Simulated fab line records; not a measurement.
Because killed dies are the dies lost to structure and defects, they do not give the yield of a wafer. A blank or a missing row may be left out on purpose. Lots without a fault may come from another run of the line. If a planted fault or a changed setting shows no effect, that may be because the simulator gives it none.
A lot that was struck, set against a sound lot :: flow nandHarc :: 14 steps out of a route of 1159
Sound: these wafers, L467.1, L467.2, L467.6. The struck wafers were L475.4, L475.5, L475.6. Last of all comes the cause.
For every step that has rows: the tool of each side, followed by ch and its chambers, followed by its first start. Under that, the readings that differ: sound wafers :: struck wafers :: difference of the means :: sigmas: that difference in standard deviations of wafers without a fault.
alike: same words and numbers on both sides, and readings whose means sit less than 2 such deviations apart. not compared: any withheld reading, any reading some wafer has no value for, any bound like >300 that may hide the same value, and any number with overlapping values for which the record gives no deviation.
Wherever a step has rows on one side only, a row that says differs or no value, or a row with sigmas, the two part there. When numbers do not overlap yet have no deviation, they are printed without sigmas and do not part them. Lack of a reading on every wafer of one side parts them only where that side has two or more wafers.

first, 1 step without rows for these wafers: NHARC_A_ONON_D1_DEP_00 (target thk 1000 nm).
NHARC_A_ONON_D1_THK_MEAS_02: measures by ellipsometry.
  sound on filmMetro-01, day 10 11:59; struck on filmMetro-01, day 12 02:44
reading: thkNm (nm)
sound: 1006 1005 1006
struck: 978 978 978
difference: -28
sigmas: -4
then, no rows for these wafers at 1 step: NHARC_A_ONON_D1_DEP_03 (target thk 1000 nm).
NHARC_A_ONON_D1_THK_MEAS_05: measures by ellipsometry.
  sound on filmMetro-02, day 10 12:34; struck on filmMetro-02, day 12 03:18
  alike: thkNm
then, no rows for these wafers at 1 step: NHARC_A_ONON_D1_DEP_06 (target thk 1000 nm).
NHARC_A_ONON_D1_THK_MEAS_08: measures by ellipsometry.
  sound on filmMetro-01, day 10 13:08; struck on filmMetro-02, day 12 03:52
  alike: thkNm
then, no rows for these wafers at 1 step: NHARC_A_ONON_D1_DEP_09 (target thk 1000 nm).
NHARC_A_ONON_D1_THK_MEAS_11: measures by ellipsometry.
  sound on filmMetro-02, day 10 13:41; struck on filmMetro-02, day 12 04:26
  alike: thkNm
then, no rows for these wafers at 1 step: NHARC_A_ONON_D1_DEP_12 (target thk 1000 nm).
NHARC_A_ONON_D1_THK_MEAS_14: measures by ellipsometry.
  sound on filmMetro-02, day 10 14:16; struck on filmMetro-01, day 12 04:59
  alike: thkNm
then, 1 step without rows for these wafers: NHARC_A_ONON_D1_ANNEAL_15 (time 3600 s).
NHARC_A_ONON_D1_DEP_16: target thk 1000 nm.
  sound on pecvdOnon-03 ch 0, day 10 21:10; struck on pecvdOnon-02 ch 0, day 12 16:58
NHARC_A_ONON_D1_THK_MEAS_18: measures by ellipsometry.
  sound on filmMetro-01, day 10 21:40; struck on filmMetro-02, day 12 17:28
reading: thkNm (nm)
sound: 996 995 993
struck: 1547 1545 1547
difference: +552
sigmas: +55
  not compared: hold
NHARC_END_SORT_01:
  the record has rows for the sound wafers here (prober-01 ch 0, day 23 08:35) and none for the struck ones

## WHERE THEY PART
First at NHARC_A_ONON_D1_THK_MEAS_02; last, within this record, at NHARC_END_SORT_01.

WHY: what the simulator had put in
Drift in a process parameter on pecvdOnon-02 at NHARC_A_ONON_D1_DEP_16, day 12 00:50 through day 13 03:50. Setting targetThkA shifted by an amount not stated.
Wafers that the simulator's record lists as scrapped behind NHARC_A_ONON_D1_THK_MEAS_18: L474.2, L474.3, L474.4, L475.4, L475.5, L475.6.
